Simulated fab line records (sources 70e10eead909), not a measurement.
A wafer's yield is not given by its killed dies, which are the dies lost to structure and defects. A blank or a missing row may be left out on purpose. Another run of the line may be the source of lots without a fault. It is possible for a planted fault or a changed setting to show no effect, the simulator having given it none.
Which tool was responsible? ; flow nand_harc ; 18 wafers from 6 lots sampled at 6 of the route's 1302 steps

WHAT EACH GAUGE READ, for each wafer
NHARC_END_SORT_01.
lot ; measured ; on ; defect_limited_yield (%)

EACH LOT AND THE TOOL THAT RAN IT (in order: tool; ch and the chambers of the sampled wafers; start)
lot;NHARC_P_M0_PRE_CLEAN_29;NHARC_P_M1_DESCUM_14;NHARC_P_M1_PRE_CLEAN_30;NHARC_P_M1_ECD_22;NHARC_P_M1_CMP_23
L340;pvd_sputter-02, day 6 18:29 or earlier;rie_diel-03 ch 0,1,3, day 6 18:29;pvd_sputter-03, day 6 19:51 or earlier;ecd_cu-01 ch 0,1, day 6 19:51;cmp-02 ch 0,1,2, day 6 20:38
L342;pvd_sputter-03, day 7 17:22 or earlier;rie_diel-03 ch 1,3, day 7 17:22;pvd_sputter-02, day 7 18:48 or earlier;ecd_cu-02 ch 0,1, day 7 18:48;cmp-01 ch 0,3, day 7 19:31
L346;pvd_sputter-01, day 9 03:40 or earlier;rie_diel-03 ch 1,3, day 9 03:40;pvd_sputter-01, day 9 05:10 or earlier;ecd_cu-01 ch 0,1, day 9 05:10;cmp-02 ch 0,1,3, day 9 05:51
L351;pvd_sputter-02, day 11 02:51 or earlier;rie_diel-11 ch 0,2,3, day 11 02:51;pvd_sputter-01, day 11 04:14 or earlier;ecd_cu-02 ch 0,1, day 11 04:14;cmp-02 ch 0,1,3, day 11 04:56
L355;pvd_sputter-03, day 12 22:59 or earlier;rie_diel-11 ch 0,1,2, day 12 22:59;pvd_sputter-01, day 13 00:25 or earlier;ecd_cu-02 ch 1, day 13 00:25;cmp-03 ch 2,3, day 13 01:05
L362;pvd_sputter-01, day 16 02:58 or earlier;rie_diel-03 ch 0,1,2, day 16 02:58;pvd_sputter-01, day 16 04:25 or earlier;ecd_cu-01 ch 0,1, day 16 04:25;cmp-01 ch 0,1, day 16 05:05
- NHARC_P_M0_PRE_CLEAN_29: time 30 s.
- NHARC_P_M1_DESCUM_14: chemistry O2, time 3 s.
- NHARC_P_M1_PRE_CLEAN_30: time 30 s.
- NHARC_P_M1_ECD_22: material Cu, target thk 400 nm.
- NHARC_P_M1_CMP_23: polishes, t overpolish 20 s, target thk 157.82 nm.

THE ANSWER, worked out from the rows above alone
Rule: the usual values come from the lots themselves. The widest of any qualifying gaps counts: lots, ordered by their means at a reading, are off when they make up no more than a third of the lots, leave a main group of 4 or more, and stand apart from it by 3 or more times the standard deviation of that group's means. If all means in a main group match to the digits the tables above print for the reading, that group is not used. A lot without any number at a reading at which 4 lots or more have one is off too. Where the step has rows for the other lots, those lots are counted as sound.
No lot is off on any of the readings shown, so nothing can be concluded from this.

WHAT HAD BEEN PUT IN BY THE SIMULATOR
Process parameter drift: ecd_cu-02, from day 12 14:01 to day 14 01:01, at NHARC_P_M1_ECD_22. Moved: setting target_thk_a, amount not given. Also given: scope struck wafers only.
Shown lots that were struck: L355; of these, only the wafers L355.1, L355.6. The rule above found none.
